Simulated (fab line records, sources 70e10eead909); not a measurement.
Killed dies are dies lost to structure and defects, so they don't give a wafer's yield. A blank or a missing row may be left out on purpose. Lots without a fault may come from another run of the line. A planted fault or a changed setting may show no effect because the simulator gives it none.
fab line records | flow nand_harc
record lots=24 wafers=72 last_day=34
route steps=1302 shown A_CONTACT@998
lots that met no fault: from a run of the same line without faults
start_h: hours from the record's first day to the start of the lot's first wafer shown | wait_h: hours since the lot's step before | " the same as in the row above | L1.1+2: a row that stands for several wafers | - no value, or no start given | * or withheld: withheld | < > ~ a bound
route shown NAME@n: a module of which the file shows steps, and the number in the route of the first | usual: mean/standard deviation of fault-free wafers | same: alike in all rows | chamber/n: place in a boat | sites: the reading at each site | _std_site: their standard deviation | _edge_site: outer sites' mean less inner sites' | radius_mm: how far each site lies from the wafer's centre | mask NAME#n: copy n | behind: the tool/chamber that last shaped the wafer | hold: why the lot was held/for how many hours/how that ended | device: the transistor (n, p or np) that didn't switch | end of line: the same wafers' tests at the end of the route | a step without rows: its recipe alone | killed: dies lost to structure and defects at the first sort, not the wafer's yield | map: a wafer's dies, x killed, . not, _ none there
set.NAME: the setting as run; set.NAME@STEP: as run at that earlier step | model.NAME: the simulator's own value behind a step, which no gauge read
steps of the route over a sample of lots; a table a step, a row a wafer
services: from which hour (start_h, from the record's first day; less than 0 if before it) a tool's chamber was out of use, for how many hours, and why
## steps
# step NHARC_A_CONTACT_OVL_MEAS_43
# usual overlay_x_nm=0.1/0.79 overlay_y_nm=0.1/0.67
# columns lot.wafer tool chamber start_h wait_h overlay_x_nm overlay_y_nm
L075.1 overlay-02 - 502.64 - 0.5 -0.3
L075.2 " - " " 0.5 -0.8
L075.5 " - " " 0.1 -0.1
L074.2 overlay-02 - 502.68 - -0.1 -0.1
L074.3 " - " " 0.1 -0.1
L074.4 " - " " 0.2 -0.2
L076.2 overlay-02 - 507.90 - 1.1 0.0
L076.3 " - " " 0.6 -0.3
L076.5 " - " " 1.1 -0.2
L077.3 overlay-02 - 533.08 - -0.1 0.6
L077.4 " - " " -0.4 0.4
L077.5 " - " " -0.7 0.2
L079.1 overlay-01 - 541.19 - -0.2 -0.8
L079.2 " - " " 0.2 -0.9
L079.4 " - " " -0.3 -0.7
L078.4 overlay-01 - 554.66 - 0.9 0.3
L078.5 " - " " 0.6 0.6
L078.6 " - " " 1.0 0.0
L081.1 overlay-01 - 562.22 - 1.2 0.6
L081.2 " - " " 0.9 0.0
L081.5 " - " " 1.0 0.5
L082.2 overlay-01 - 574.06 - -0.5 -0.2
L082.3 " - " " -0.5 -0.3
L082.4 " - " " -0.4 -0.2
L080.3 overlay-01 - 576.50 - 0.7 1.1
L080.4 " - " " 0.2 1.0
L080.6 " - " " 0.3 1.3
L083.2 overlay-01 - 580.55 - -0.7 -1.2
L083.3 " - " " -0.7 -1.3
L083.6 " - " " -0.1 -0.6
L084.1 overlay-01 - 585.76 - -0.6 1.4
L084.3 " - " " -0.8 1.0
L084.6 " - " " -0.4 1.5
L085.1 overlay-01 - 601.95 - -0.8 0.3
L085.3 " - " " -1.4 0.3
L085.6 " - " " -1.4 0.3
L086.4 overlay-02 - 609.04 - 0.6 0.5
L086.5 " - " " 0.4 0.2
L086.6 " - " " 0.3 0.2
L087.2 overlay-01 - 611.06 - 0.5 -0.5
L087.3 " - " " 0.4 -0.8
L087.4 " - " " 0.7 -1.1
L088.2 overlay-01 - 643.84 - 1.0 0.2
L088.3 " - " " 1.4 0.6
L088.5 " - " " 1.5 -0.1
L089.2 overlay-01 - 645.06 - -0.1 0.1
L089.4 " - " " 0.1 0.4
L089.5 " - " " 0.2 0.4
L090.1 overlay-01 - 660.28 - 0.4 -0.3
L090.4 " - " " 0.1 -0.8
L090.5 " - " " -0.1 -0.1
L091.1 overlay-02 - 660.36 - -1.6 1.2
L091.3 " - " " -1.7 0.6
L091.5 " - " " -1.4 0.9
L092.1 overlay-02 - 669.02 - -0.8 0.9
L092.3 " - " " -0.7 1.1
L092.5 " - " " -0.8 1.5
L093.3 overlay-02 - 684.05 - -1.0 -0.8
L093.4 " - " " -1.2 -0.6
L093.5 " - " " -1.3 -0.7
L096.1 overlay-01 - 692.16 - -0.7 -0.6
L096.3 " - " " -0.6 -0.6
L096.6 " - " " -0.9 -0.1
L094.2 overlay-02 - 692.33 - 1.6 0.7
L094.3 " - " " 0.9 -0.3
L094.4 " - " " 0.7 0.4
L095.4 overlay-01 - 696.56 - 0.3 0.2
L095.5 " - " " -0.1 -0.2
L095.6 " - " " 0.6 -0.1
L097.3 overlay-01 - 726.88 - 1.0 0.6
L097.4 " - " " 0.6 0.6
L097.5 " - " " 1.0 -0.2
# step NHARC_A_CONTACT_ETCH_51
# recipe target_depth_a=70000 over_etch_frac=0.3 time_s=1820 ion_energy_ev=150 o2_flow_sccm=400 cos_flow_sccm=20 ar_flow_sccm=0 rf_w=500 bias_w=300 chemistry=O2/COS
# usual drypump_motor_current_A=5.8/0.45 oes_product_au=0.996/0.011 rf_vpp_V=314.3/2.3 showerhead_plenum_p_Torr=3.13/0.15 throttle_valve_pct=28.330/0.0084
# columns lot.wafer tool chamber start_h wait_h drypump_motor_current_A oes_product_au rf_hours_counter_h rf_vpp_V showerhead_plenum_p_Torr throttle_valve_pct
L074.3 rie_diel-05 0 - - 6.0 1.000 17 311.2 2.91 28.333
L074.2 " 1 " " 6.2 0.998 16 315.6 3.26 28.327
L074.4 " 2 " " 5.8 0.993 17 313.0 3.05 28.330
L075.2 rie_diel-12 2 - - 5.1 1.014 16 318.5 3.36 28.331
L075.1 " 3 " " 5.7 0.987 15 313.6 3.20 28.333
L075.5 " 1 " " 6.5 0.995 - 314.4 3.07 28.347
L076.3 rie_diel-05 2 - - 5.9 0.999 19 313.9 3.05 28.324
L076.2 " 3 " " 5.8 0.997 20 314.8 3.18 28.334
L076.5 " 1 " " 6.2 0.997 - 316.1 3.26 28.330
L077.4 rie_diel-05 3 - - 5.8 1.000 22 316.3 3.18 28.319
L077.3 " 0 " " 6.0 1.016 22 311.9 2.90 28.323
L077.5 " 2 " " 5.8 0.990 - 311.9 3.04 28.339
L079.4 rie_diel-05 2 - - 5.8 1.002 24 313.0 3.04 28.325
L079.2 " 3 " " 5.8 1.005 23 314.5 3.18 28.317
L079.1 " 1 " " 6.2 1.003 23 316.7 3.26 28.326
L078.4 rie_diel-05 3 - - 5.8 0.998 26 315.7 3.18 28.324
L078.6 " 3 " " 5.8 1.002 - 315.1 3.18 28.334
L078.5 " 0 " " 6.0 1.013 - 311.3 2.90 28.329
L081.1 rie_diel-02 3 - - 5.9 0.994 52 313.0 3.00 28.338
L081.2 " 1 " " 5.0 0.989 53 316.9 3.35 28.349
L081.5 " 3 " " 6.0 0.990 - 312.8 3.00 28.323
L082.2 rie_diel-05 3 - - 5.8 1.001 29 314.2 3.18 28.331
L082.4 " 0 " " 6.0 1.014 29 311.9 2.90 28.331
L082.3 " 1 " " 6.2 0.987 28 316.6 3.25 28.337
L080.3 rie_diel-12 1 - - 6.5 1.012 37 313.6 3.06 28.319
L080.4 " 3 " " 5.8 0.996 43 314.6 3.19 28.333
L080.6 " 1 " " 6.5 1.024 - 313.2 3.06 28.324
L083.2 rie_diel-05 1 - - 6.2 0.996 30 316.4 3.25 28.334
L083.3 " 2 " " 5.8 1.003 32 313.6 3.04 28.327
L083.6 " 0 " " 6.0 1.012 - 310.7 2.90 28.334
L084.1 rie_diel-02 0 - - 5.8 1.006 2 317.9 3.31 28.330
L084.3 " 1 " " 5.0 1.016 2 317.2 3.34 28.326
L084.6 " 3 " " 5.9 0.994 - 310.9 3.00 28.324
L085.3 rie_diel-05 0 - - 6.0 0.997 3 310.7 2.90 28.325
L085.1 " 1 " " 6.2 0.980 4 316.2 3.25 28.348
L085.6 " 0 " " 6.0 0.984 - 310.5 2.90 28.336
L086.4 rie_diel-12 1 - - 6.5 1.026 53 313.5 3.05 28.325
L086.5 " 1 " " 6.5 1.004 - 313.1 3.05 28.335
L086.6 " 2 " " 5.1 1.010 - 316.6 3.35 28.335
L087.3 rie_diel-05 2 - - 5.8 1.006 2 313.2 3.04 28.344
L087.2 " 3 " " 5.8 0.982 4 314.9 3.17 28.327
L087.4 " 1 " " 6.2 0.980 5 316.7 3.25 28.326
L088.2 rie_diel-02 1 - - 5.0 1.000 23 316.9 3.33 28.336
L088.3 " 2 " " 6.5 1.005 25 312.8 3.03 28.325
L088.5 " 1 " " 5.0 0.986 - 317.9 3.33 28.332
L089.4 rie_diel-12 0 - - 4.9 0.990 1 318.9 3.37 28.327
L089.2 " 1 " " 6.5 0.996 1 312.9 3.05 28.339
L089.5 " 1 " " 6.5 0.998 - 312.9 3.05 28.335
L090.1 rie_diel-02 0 - - 5.8 1.007 26 316.0 3.30 28.338
L090.4 " 2 " " 6.5 0.985 29 312.5 3.03 28.310
L090.5 " 0 " " 5.8 1.005 - 314.9 3.30 28.318
L091.1 rie_diel-05 2 - - 5.8 0.990 9 311.6 3.04 28.316
L091.3 " 0 " " 6.0 0.983 11 310.2 2.90 28.329
L091.5 " 1 " " 6.2 0.978 - 315.9 3.25 28.328
L092.3 rie_diel-05 1 - - 6.2 0.977 13 316.7 3.25 28.326
L092.1 " 2 " " 5.9 0.985 11 313.3 3.03 28.338
L092.5 " 1 " " 6.2 0.975 - 315.5 3.25 28.335
L093.3 rie_diel-05 2 - - 5.8 0.976 16 311.9 3.03 28.343
L093.4 " 1 " " 6.2 0.977 - 316.1 3.24 28.333
L093.5 " 2 " " 5.8 0.990 - 312.7 3.03 28.313
L096.3 rie_diel-02 2 - - 6.6 0.999 42 312.7 3.02 28.335
L096.1 " 3 " " 5.9 0.994 37 312.3 2.98 28.340
L096.6 " 2 " " 6.6 0.993 - 312.9 3.02 28.338
L094.3 rie_diel-12 3 - - 5.8 0.996 15 314.6 3.17 28.325
L094.2 " 0 " " 4.9 0.998 15 318.7 3.36 28.325
L094.4 " 0 " " 4.9 0.990 - 316.5 3.37 28.332
L095.4 rie_diel-02 1 - - 5.0 0.991 41 318.6 3.32 28.338
L095.5 " 3 " " 5.9 0.994 - 313.2 2.98 28.314
L095.6 " 0 " " 5.8 1.004 - 317.0 3.30 28.326
L097.4 rie_diel-05 1 728.44 0.6 6.2 0.982 - 316.3 3.24 28.331
L097.3 " 2 " " 5.9 1.001 - 313.3 3.03 28.325
L097.5 " 1 " " 6.2 0.977 - 316.0 3.24 28.328
# step NHARC_A_CONTACT_ETCH_118
# recipe source_w=withheld pressure_mtorr=20 bias_v=3000 time_s=190 target_depth_a=18500 ar_flow_sccm=withheld c4f8_flow_sccm=withheld o2_flow_sccm=withheld chemistry=C4F8/O2/Ar
# usual oes_air_line_au=0.998/0.02
# columns lot.wafer tool chamber start_h wait_h oes_air_line_au rf_hours_counter_h
L074.2 har_cap_etch-02 0 506.29 0.2 1.055 85
L074.3 " 1 " " 1.041 -
L074.4 " 0 " " 1.050 -
L075.1 har_cap_etch-03 1 506.63 0.1 0.991 44
L075.2 " 0 " " 0.996 44
L075.5 " 1 " " 1.009 -
L076.2 har_cap_etch-02 1 511.54 0.2 0.988 87
L076.3 " 1 " " 0.966 -
L076.5 " 0 " " 0.988 -
L077.3 har_cap_etch-01 1 536.31 0.1 1.010 -
L077.4 " 0 " " 1.001 -
L077.5 " 1 " " 1.010 -
L079.2 har_cap_etch-03 1 544.35 0.1 0.988 50
L079.1 " 0 " " 0.964 50
L079.4 " 1 " " 0.987 -
L078.4 har_cap_etch-03 0 557.90 0.1 0.993 -
L078.6 " 1 " " 1.011 -
L078.5 " 0 " " 0.974 -
L081.1 har_cap_etch-01 0 565.46 0.1 1.000 8
L081.2 " 1 " " 0.989 8
L081.5 " 1 " " 1.026 -
L082.2 har_cap_etch-02 0 577.20 0.1 0.976 98
L082.4 " 0 " " 1.001 -
L082.3 " 1 " " 0.958 -
L080.4 har_cap_etch-03 1 580.44 0.1 0.993 -
L080.3 " 0 " " 0.956 -
L080.6 " 0 " " 1.002 -
L083.2 har_cap_etch-01 1 583.73 0.1 1.005 12
L083.3 " 1 " " 1.003 -
L083.6 " 1 " " 0.992 -
L084.1 har_cap_etch-01 1 588.97 0.1 0.993 14
L084.3 " 0 " " 1.021 -
L084.6 " 0 " " 1.007 -
L085.1 har_cap_etch-02 0 605.20 0.1 0.988 106
L085.3 " 1 " " 1.002 -
L085.6 " 1 " " 1.018 -
L086.4 har_cap_etch-01 0 612.24 0.1 0.967 -
L086.6 " 0 " " 0.990 -
L086.5 " 1 " " 0.995 -
L087.2 har_cap_etch-02 1 614.62 0.2 1.050 108
L087.4 " 1 " " 0.988 -
L087.3 " 0 " " 1.018 -
L088.2 har_cap_etch-03 0 647.01 0.1 0.988 69
L088.3 " 0 " " 0.991 -
L088.5 " 1 " " 0.981 -
L089.2 har_cap_etch-01 1 648.23 0.1 0.997 25
L089.4 " 0 " " 1.004 -
L089.5 " 1 " " 1.020 -
L090.1 har_cap_etch-01 0 663.46 0.1 1.006 27
L090.4 " 1 " " 1.008 -
L090.5 " 1 " " 1.021 -
L091.1 har_cap_etch-02 0 663.78 0.1 0.986 115
L091.3 " 1 " " 0.975 -
L091.5 " 0 " " 1.010 -
L092.1 har_cap_etch-02 1 672.19 0.1 1.016 118
L092.3 " 0 " " 1.008 -
L092.5 " 0 " " 0.993 -
L093.4 har_cap_etch-02 0 687.60 0.1 0.998 -
L093.3 " 1 " " 1.003 -
L093.5 " 1 " " 0.995 -
L096.1 har_cap_etch-01 1 695.63 0.1 1.028 34
L096.3 " 0 " " 1.009 -
L096.6 " 1 " " 1.030 -
L094.2 har_cap_etch-02 1 695.86 0.1 0.998 124
L094.4 " 0 " " 0.999 -
L094.3 " 1 " " 1.000 -
L095.4 har_cap_etch-01 0 699.75 0.1 0.977 -
L095.6 " 0 " " 1.008 -
L095.5 " 1 " " 1.024 -
L097.4 har_cap_etch-01 1 731.19 0.1 0.996 -
L097.3 " 0 " " 0.991 -
L097.5 " 0 " " 0.965 -
# step NHARC_A_CONTACT_ETCH_119
# recipe source_w=withheld pressure_mtorr=20 bias_v=3000 time_s=190 target_depth_a=18500 ar_flow_sccm=withheld c4f8_flow_sccm=withheld o2_flow_sccm=withheld chemistry=C4F8/O2/Ar
# usual oes_air_line_au=1.002/0.019
# columns lot.wafer tool chamber start_h wait_h oes_air_line_au rf_hours_counter_h
L074.2 har_cap_etch-02 0 506.52 0.2 0.996 85
L074.3 " 1 " " 1.038 -
L074.4 " 0 " " 0.994 -
L075.1 har_cap_etch-03 1 506.81 0.1 1.000 44
L075.2 " 0 " " 1.031 44
L075.5 " 1 " " 1.017 -
L076.2 har_cap_etch-02 1 511.76 0.2 0.992 88
L076.3 " 1 " " 1.016 -
L076.5 " 0 " " 1.009 -
L077.3 har_cap_etch-01 1 536.48 0.1 1.006 -
L077.4 " 0 " " 0.987 -
L077.5 " 1 " " 0.988 -
L079.2 har_cap_etch-03 1 544.52 0.1 0.997 50
L079.1 " 0 " " 0.992 50
L079.4 " 1 " " 1.001 -
L078.4 har_cap_etch-03 0 558.07 0.1 1.019 -
L078.6 " 1 " " 1.034 -
L078.5 " 0 " " 0.982 -
L081.1 har_cap_etch-01 0 565.63 0.1 0.997 8
L081.2 " 1 " " 1.025 8
L081.5 " 1 " " 1.002 -
L082.2 har_cap_etch-02 0 577.38 0.1 0.992 98
L082.4 " 0 " " 1.021 -
L082.3 " 1 " " 1.021 -
L080.4 har_cap_etch-03 1 580.61 0.1 1.020 -
L080.3 " 0 " " 0.992 -
L080.6 " 0 " " 1.002 -
L083.2 har_cap_etch-01 1 583.90 0.1 1.007 12
L083.3 " 1 " " 0.970 -
L083.6 " 1 " " 1.004 -
L084.1 har_cap_etch-01 1 589.14 0.1 1.007 14
L084.3 " 0 " " 0.975 -
L084.6 " 0 " " 0.998 -
L085.1 har_cap_etch-02 0 605.37 0.1 1.004 106
L085.3 " 1 " " 1.043 -
L085.6 " 1 " " 1.001 -
L086.4 har_cap_etch-01 0 612.41 0.1 1.026 -
L086.6 " 0 " " 0.995 -
L086.5 " 1 " " 0.998 -
L087.2 har_cap_etch-02 1 614.85 0.2 0.976 109
L087.4 " 1 " " 0.963 -
L087.3 " 0 " " 1.002 -
L088.2 har_cap_etch-03 0 647.18 0.1 0.999 69
L088.3 " 0 " " 0.964 -
L088.5 " 1 " " 0.984 -
L089.2 har_cap_etch-01 1 648.40 0.1 0.983 25
L089.4 " 0 " " 1.016 -
L089.5 " 1 " " 0.987 -
L090.1 har_cap_etch-01 0 663.63 0.1 1.001 27
L090.4 " 1 " " 0.956 -
L090.5 " 1 " " 1.016 -
L091.1 har_cap_etch-02 0 663.95 0.1 1.007 115
L091.3 " 1 " " 0.998 -
L091.5 " 0 " " 1.002 -
L092.1 har_cap_etch-02 1 672.36 0.1 1.011 118
L092.3 " 0 " " 1.008 -
L092.5 " 0 " " 1.007 -
L093.4 har_cap_etch-02 0 687.77 0.1 1.010 -
L093.3 " 1 " " 1.014 -
L093.5 " 1 " " 0.988 -
L096.1 har_cap_etch-01 1 695.80 0.1 1.003 34
L096.3 " 0 " " 0.998 -
L096.6 " 1 " " 1.036 -
L094.2 har_cap_etch-02 1 696.03 0.1 1.027 124
L094.4 " 0 " " 1.000 -
L094.3 " 1 " " 1.034 -
L095.4 har_cap_etch-01 0 699.92 0.1 0.997 -
L095.6 " 0 " " 0.984 -
L095.5 " 1 " " 1.021 -
L097.4 har_cap_etch-01 1 731.36 0.1 1.005 -
L097.3 " 0 " " 0.976 -
L097.5 " 0 " " 0.969 -
# step NHARC_A_CONTACT_ETCH_127
# recipe source_w=withheld pressure_mtorr=20 bias_v=3000 time_s=197 target_depth_a=19180 ar_flow_sccm=withheld c4f8_flow_sccm=withheld o2_flow_sccm=withheld chemistry=C4F8/O2/Ar
# usual oes_air_line_au=0.999/0.021
# columns lot.wafer tool chamber start_h wait_h oes_air_line_au rf_hours_counter_h
L074.2 har_cap_etch-01 1 516.41 0.1 0.987 0
L074.3 " 1 " " 0.998 -
L074.4 " 0 " " 0.975 -
L075.2 har_cap_etch-03 0 517.06 0.1 1.000 47
L075.1 " 1 " " 1.031 47
L075.5 " 1 " " 1.004 -
L076.2 har_cap_etch-02 0 521.45 0.2 0.997 89
L076.3 " 1 " " 0.983 -
L076.5 " 0 " " 1.008 -
L077.3 har_cap_etch-02 1 546.23 0.2 1.012 -
L077.4 " 0 " " 0.991 -
L077.5 " 0 " " 1.024 -
L079.2 har_cap_etch-02 1 557.41 0.1 0.974 94
L079.1 " 0 " " 0.983 94
L079.4 " 0 " " 0.994 -
L078.4 har_cap_etch-03 0 570.79 0.1 1.023 -
L078.5 " 1 " " 0.971 -
L078.6 " 0 " " 1.024 -
L081.2 har_cap_etch-01 0 577.80 0.1 0.967 9
L081.1 " 1 " " 1.008 9
L081.5 " 1 " " 0.962 -
L082.2 har_cap_etch-03 1 586.49 0.1 1.014 58
L082.3 " 1 " " 1.031 -
L082.4 " 0 " " 0.993 -
L080.4 har_cap_etch-02 1 592.14 0.1 0.972 -
L080.3 " 0 " " 1.012 -
L080.6 " 1 " " 0.986 -
L083.2 har_cap_etch-03 1 593.42 0.1 1.004 60
L083.3 " 0 " " 1.029 -
L083.6 " 1 " " 1.047 -
L084.1 har_cap_etch-02 1 598.93 0.1 1.004 104
L084.3 " 0 " " 1.002 -
L084.6 " 1 " " 1.004 -
L085.1 har_cap_etch-03 1 618.72 0.1 0.971 65
L085.3 " 0 " " 0.964 -
L085.6 " 1 " " 1.001 -
L086.4 har_cap_etch-01 0 626.96 0.1 0.983 -
L086.5 " 0 " " 0.969 -
L086.6 " 1 " " 0.946 -
L087.2 har_cap_etch-03 0 629.37 0.1 0.998 66
L087.4 " 1 " " 0.962 -
L087.3 " 0 " " 1.012 -
L088.2 har_cap_etch-02 0 656.34 0.2 1.008 113
L088.3 " 1 " " 0.966 -
L088.5 " 0 " " 1.019 -
L089.2 har_cap_etch-03 0 658.42 0.1 0.980 70
L089.4 " 0 " " 1.020 -
L089.5 " 0 " " 1.017 -
L090.1 har_cap_etch-03 0 674.99 0.1 0.985 73
L090.4 " 0 " " 0.993 -
L090.5 " 1 " " 1.028 -
L091.1 har_cap_etch-01 0 676.31 0.1 1.010 30
L091.3 " 0 " " 1.003 -
L091.5 " 1 " " 0.980 -
L092.1 har_cap_etch-02 1 682.02 0.1 1.014 119
L092.3 " 0 " " 1.009 -
L092.5 " 1 " " 1.018 -
L093.4 har_cap_etch-03 1 697.87 0.2 0.988 -
L093.3 " 0 " " 0.997 -
L093.5 " 1 " " 0.984 -
L096.1 har_cap_etch-02 0 705.27 0.1 0.999 126
L096.3 " 1 " " 0.969 -
L096.6 " 1 " " 0.972 -
L094.2 har_cap_etch-03 1 705.61 0.1 0.999 80
L094.3 " 1 " " 1.023 -
L094.4 " 0 " " 1.022 -
L095.4 har_cap_etch-02 0 711.51 0.1 0.994 -
L095.5 " 1 " " 1.013 -
L095.6 " 0 " " 0.983 -
L097.3 har_cap_etch-02 1 740.82 0.1 1.000 -
L097.4 " 0 " " 0.965 -
L097.5 " 0 " " 1.012 -
# step NHARC_A_CONTACT_DEP_84
# recipe target_thk_a=28000 temp_c=400 material=aC
# usual throttle_valve_pct=35.000/0.0099
# columns lot.wafer tool chamber start_h wait_h throttle_valve_pct
L074.2 acl_dep-01 0 519.70 - 35.009
L074.3 " 0 " " 35.008
L074.4 " 0 " " 34.985
L075.1 acl_dep-02 0 520.08 - 34.995
L075.2 " 0 " " 35.007
L075.5 " 0 " " 35.022
L076.2 acl_dep-03 0 525.66 - 34.994
L076.3 " 0 " " 35.004
L076.5 " 0 " " 34.997
L077.3 acl_dep-03 0 551.03 - 35.012
L077.4 " 0 " " 35.012
L077.5 " 0 " " 35.002
L079.1 acl_dep-03 0 561.39 - 35.008
L079.2 " 0 " " 35.010
L079.4 " 0 " " 35.007
L078.4 acl_dep-01 0 576.08 - 35.000
L078.5 " 0 " " 35.003
L078.6 " 0 " " 34.985
L081.1 acl_dep-03 0 580.83 - 35.000
L081.2 " 0 " " 34.994
L081.5 " 0 " " 34.990
L082.2 acl_dep-01 0 592.04 - 35.000
L082.3 " 0 " " 34.992
L082.4 " 0 " " 35.008
L080.3 acl_dep-01 0 595.73 - 34.999
L080.4 " 0 " " 34.990
L080.6 " 0 " " 34.992
L083.2 acl_dep-02 0 596.69 - 34.988
L083.3 " 0 " " 35.001
L083.6 " 0 " " 34.999
L084.1 acl_dep-02 0 602.09 - 35.015
L084.3 " 0 " " 35.006
L084.6 " 0 " " 34.986
L085.1 acl_dep-02 0 624.47 - 34.986
L085.3 " 0 " " 34.990
L085.6 " 0 " " 35.019
L086.4 acl_dep-03 0 630.75 - 35.014
L086.5 " 0 " " 35.006
L086.6 " 0 " " 34.993
L087.2 acl_dep-02 0 632.64 - 35.013
L087.3 " 0 " " 35.002
L087.4 " 0 " " 35.006
L088.2 acl_dep-02 0 661.65 - 35.007
L088.3 " 0 " " 34.990
L088.5 " 0 " " 35.011
L089.2 acl_dep-02 0 663.37 - 34.997
L089.4 " 0 " " 34.986
L089.5 " 0 " " 35.019
L090.1 acl_dep-03 0 680.19 - 35.009
L090.4 " 0 " " 35.010
L090.5 " 0 " " 34.988
L091.1 acl_dep-03 0 681.89 - 35.011
L091.3 " 0 " " 34.994
L091.5 " 0 " " 35.001
L092.1 acl_dep-03 0 685.45 - 35.000
L092.3 " 0 " " 34.984
L092.5 " 0 " " 34.994
L093.3 acl_dep-01 0 701.87 - 35.008
L093.4 " 0 " " 34.995
L093.5 " 0 " " 35.004
L096.1 acl_dep-01 0 708.38 - 34.984
L096.3 " 0 " " 35.005
L096.6 " 0 " " 35.007
L094.2 acl_dep-03 0 708.94 - 35.012
L094.3 " 0 " " 35.008
L094.4 " 0 " " 34.989
L095.4 acl_dep-01 0 715.32 - 34.994
L095.5 " 0 " " 34.993
L095.6 " 0 " " 34.995
L097.3 acl_dep-02 0 750.48 - 34.997
L097.4 " 0 " " 34.998
L097.5 " 0 " " 34.984
## services
# columns tool chamber start_h hours kind
acl_dep-03 - 484.35 13.0 pm
rie_diel-05 0 489.13 - clean
rie_diel-05 1 489.13 - clean
rie_diel-05 2 489.13 - clean
har_cap_etch-01 - 497.00 17.0 pm
har_cap_etch-01 0 497.00 17.0 vent_cycle
har_cap_etch-01 1 497.00 17.0 vent_cycle
har_cap_etch-01 0 514.00 - clean
har_cap_etch-01 1 514.00 - clean
rie_diel-02 2 547.77 7.8 repair
acl_dep-01 - 554.23 13.0 pm
rie_diel-05 - 583.60 9.0 pm
acl_dep-02 - 607.56 13.0 pm
rie_diel-12 - 625.42 9.0 pm
rie_diel-02 3 640.50 3.0 repair
acl_dep-03 - 665.35 13.0 pm
rie_diel-12 1 689.66 4.9 repair
har_cap_etch-02 - 707.21 0.6 repair
rie_diel-12 0 711.27 4.4 repair
rie_diel-05 0 720.99 14.9 repair
rie_diel-05 3 725.65 6.0 repair
acl_dep-01 - 736.97 13.0 pm
rie_diel-12 3 747.75 8.6 repair
rie_diel-02 - 748.48 9.0 pm
## key
fault none
